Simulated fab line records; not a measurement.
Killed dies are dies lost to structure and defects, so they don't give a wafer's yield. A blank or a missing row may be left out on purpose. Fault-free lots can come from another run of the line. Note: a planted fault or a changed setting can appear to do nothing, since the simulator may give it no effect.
Which tool was responsible? || flow n5 finfet || 33 wafers from 12 lots sampled at 3 of the route's 1938 steps

## WHAT EACH GAUGE READ, for each wafer
N5_BEOL_M8_OVL_MEAS_12.
{"lot": "L936", "measured": "day 10 00:14", "on": "overlay-01", "M8_OVL (nm)": "-0.4 -0.7 0.2"}
{"lot": "L939", "measured": "day 10 12:01", "on": "overlay-01", "M8_OVL (nm)": "-0.8 0.2"}
{"lot": "L938", "measured": "day 10 12:23", "on": "overlay-02", "M8_OVL (nm)": "-0.5 -0.6 -0.9"}
{"lot": "L941", "measured": "day 11 07:25", "on": "overlay-02", "M8_OVL (nm)": "-0.2 -0.8"}
{"lot": "L943", "measured": "day 12 02:11", "on": "overlay-01", "M8_OVL (nm)": "-0.8 -1.0 -0.2"}
{"lot": "L947", "measured": "day 12 11:58", "on": "overlay-01", "M8_OVL (nm)": "-2.0 -0.9"}
{"lot": "L946", "measured": "day 12 17:56", "on": "overlay-02", "M8_OVL (nm)": "0.1 0.2 -0.6"}
{"lot": "L948", "measured": "day 13 01:55", "on": "overlay-02", "M8_OVL (nm)": "-0.6 0.6 0.4"}
{"lot": "L953", "measured": "day 14 19:01", "on": "overlay-02", "M8_OVL (nm)": "0.1 0.4 0.0"}
{"lot": "L956", "measured": "day 15 11:47", "on": "overlay-02", "M8_OVL (nm)": "0.6 -0.1 1.0"}
{"lot": "L958", "measured": "day 15 23:29", "on": "overlay-02", "M8_OVL (nm)": "0.5 -0.3 -1.0"}
{"lot": "L957", "measured": "day 15 23:36", "on": "overlay-02", "M8_OVL (nm)": "-1.9 -2.1 -1.8"}

N5_BEOL_M8_CD_MEAS_18: pitch 80 nm, target cd 40 nm.
{"lot": "L936", "measured": "day 10 01:43", "on": "cd sem-01", "cd nm (nm)": "38.6 39.0 38.7"}
{"lot": "L939", "measured": "day 10 12:31", "on": "cd sem-03", "cd nm (nm)": "41.5 40.8"}
{"lot": "L938", "measured": "day 10 12:55", "on": "cd sem-02", "cd nm (nm)": "40.1 38.9 39.3"}
{"lot": "L941", "measured": "day 11 08:10", "on": "cd sem-03", "cd nm (nm)": "40.2 40.3"}
{"lot": "L943", "measured": "day 12 02:58", "on": "cd sem-03", "cd nm (nm)": "38.4 39.2 38.1"}
{"lot": "L947", "measured": "day 12 12:34", "on": "cd sem-02", "cd nm (nm)": "40.0 38.9"}
{"lot": "L946", "measured": "day 12 18:58", "on": "cd sem-01", "cd nm (nm)": "37.9 38.3 37.5"}
{"lot": "L948", "measured": "day 13 02:26", "on": "cd sem-01", "cd nm (nm)": "39.2 38.5 39.4"}
{"lot": "L953", "measured": "day 14 19:37", "on": "cd sem-02", "cd nm (nm)": "39.5 38.8 39.2"}
{"lot": "L956", "measured": "day 15 12:26", "on": "cd sem-03", "cd nm (nm)": "38.9 39.9 39.4"}
{"lot": "L958", "measured": "day 16 00:10", "on": "cd sem-02", "cd nm (nm)": "39.8 39.2 40.5"}
{"lot": "L957", "measured": "day 16 00:25", "on": "cd sem-03", "cd nm (nm)": "38.9 39.4 39.9"}

## WHAT TOOL EACH LOT RAN ON (gives the tool, then ch and the chambers of the sampled wafers, and finally the start)
{"lot": "L936", "N5_BEOL_M8_STRIP_19": "rie diel-02 ch 0,1, day 10 01:38"}
{"lot": "L939", "N5_BEOL_M8_STRIP_19": "rie diel-02 ch 0,3, day 10 12:27"}
{"lot": "L938", "N5_BEOL_M8_STRIP_19": "rie diel-02 ch 0,2, day 10 12:50"}
{"lot": "L941", "N5_BEOL_M8_STRIP_19": "rie diel-04 ch 2,3, day 11 08:05"}
{"lot": "L943", "N5_BEOL_M8_STRIP_19": "rie diel-02 ch 1,3, day 12 02:54"}
{"lot": "L947", "N5_BEOL_M8_STRIP_19": "rie diel-01 ch 0,2, day 12 12:30"}
{"lot": "L946", "N5_BEOL_M8_STRIP_19": "rie diel-01 ch 0,1, day 12 18:53"}
{"lot": "L948", "N5_BEOL_M8_STRIP_19": "rie diel-02 ch 2,3, day 13 02:22"}
{"lot": "L953", "N5_BEOL_M8_STRIP_19": "rie diel-04 ch 0,2, day 14 19:33"}
{"lot": "L956", "N5_BEOL_M8_STRIP_19": "rie diel-01 ch 2,3, day 15 12:22"}
{"lot": "L958", "N5_BEOL_M8_STRIP_19": "rie diel-02 ch 0,1, day 16 00:05"}
{"lot": "L957", "N5_BEOL_M8_STRIP_19": "rie diel-01 ch 0,1,2, day 16 00:20"}
- N5_BEOL_M8_STRIP_19: strips in O2.

## AS READ BY THE TOOLS THEMSELVES (means over the sampled wafers that have a number; for cases with no such wafer, the mark the record gives instead)
N5_BEOL_M8_STRIP_19.
{"lot": "L936", "tool": "rie diel-02", "drypump motor current A (A)": 5.8, "oes product au (a.u.)": 0.77, "rf vpp V (V)": 3.2, "showerhead plenum p Torr (Torr)": 2.02, "temp c (C)": 39.99, "throttle valve pct (%)": 16.62}
{"lot": "L939", "tool": "rie diel-02", "drypump motor current A (A)": 5.5, "oes product au (a.u.)": 0.81, "rf vpp V (V)": 3.8, "showerhead plenum p Torr (Torr)": 2.08, "temp c (C)": 40.04, "throttle valve pct (%)": 16.73}
{"lot": "L938", "tool": "rie diel-02", "drypump motor current A (A)": 6.0, "oes product au (a.u.)": 0.77, "rf vpp V (V)": 4.5, "showerhead plenum p Torr (Torr)": 2.05, "temp c (C)": 40.00, "throttle valve pct (%)": 16.55}
{"lot": "L941", "tool": "rie diel-04", "drypump motor current A (A)": 5.2, "oes product au (a.u.)": 0.77, "rf vpp V (V)": 3.1, "showerhead plenum p Torr (Torr)": 2.14, "temp c (C)": 39.95, "throttle valve pct (%)": 16.70}
{"lot": "L943", "tool": "rie diel-02", "drypump motor current A (A)": 5.1, "oes product au (a.u.)": 0.75, "rf vpp V (V)": 3.4, "showerhead plenum p Torr (Torr)": 2.10, "temp c (C)": 40.00, "throttle valve pct (%)": 16.69}
{"lot": "L947", "tool": "rie diel-01", "drypump motor current A (A)": 5.9, "oes product au (a.u.)": 0.76, "rf vpp V (V)": 3.5, "showerhead plenum p Torr (Torr)": 2.06, "temp c (C)": 40.12, "throttle valve pct (%)": 16.79}
{"lot": "L946", "tool": "rie diel-01", "drypump motor current A (A)": 6.1, "oes product au (a.u.)": 0.74, "rf vpp V (V)": 4.0, "showerhead plenum p Torr (Torr)": 2.02, "temp c (C)": 39.95, "throttle valve pct (%)": 16.82}
{"lot": "L948", "tool": "rie diel-02", "drypump motor current A (A)": 5.5, "oes product au (a.u.)": 0.76, "rf vpp V (V)": 3.1, "showerhead plenum p Torr (Torr)": 2.15, "temp c (C)": 40.06, "throttle valve pct (%)": 16.59}
{"lot": "L953", "tool": "rie diel-04", "drypump motor current A (A)": 5.0, "oes product au (a.u.)": 0.84, "rf vpp V (V)": 3.5, "showerhead plenum p Torr (Torr)": 2.15, "temp c (C)": 39.95, "throttle valve pct (%)": 16.64}
{"lot": "L956", "tool": "rie diel-01", "drypump motor current A (A)": 5.5, "oes product au (a.u.)": 0.74, "rf vpp V (V)": 3.5, "showerhead plenum p Torr (Torr)": 2.07, "temp c (C)": 39.99, "throttle valve pct (%)": 16.75}
{"lot": "L958", "tool": "rie diel-02", "drypump motor current A (A)": 5.5, "oes product au (a.u.)": 0.71, "rf vpp V (V)": 3.0, "showerhead plenum p Torr (Torr)": 2.04, "temp c (C)": 39.94, "throttle valve pct (%)": 16.68}
{"lot": "L957", "tool": "rie diel-01", "drypump motor current A (A)": 5.9, "oes product au (a.u.)": 0.73, "rf vpp V (V)": 3.8, "showerhead plenum p Torr (Torr)": 2.04, "temp c (C)": 40.01, "throttle valve pct (%)": 16.74}

## THE ANSWER, worked out from the rows above alone
Rule: the lots themselves supply what counts as usual. The widest of any qualifying gaps counts: lots, ordered by their means at a reading, are off when they make up no more than a third of the lots, leave a main group of 4 or more, and stand apart from it by 3 or more times the standard deviation of that group's means. A main group whose means are all the same, to the digits that the tables above print for the reading, isn't used. Also off: a lot with no number at a reading for which 4 or more lots have one. Where the step has rows for the other lots, those lots are counted as sound. The gauges are gone through in route order, then the tools' own readings, and for those a lot's mean is taken as printed above. The first step at which some lot is off is used, and at that step the reading that is off furthest; a lot without a number counts as furthest.
No lot is off on any of the readings shown, so nothing can be concluded from this.

## WHAT THE SIMULATOR HAD PUT IN
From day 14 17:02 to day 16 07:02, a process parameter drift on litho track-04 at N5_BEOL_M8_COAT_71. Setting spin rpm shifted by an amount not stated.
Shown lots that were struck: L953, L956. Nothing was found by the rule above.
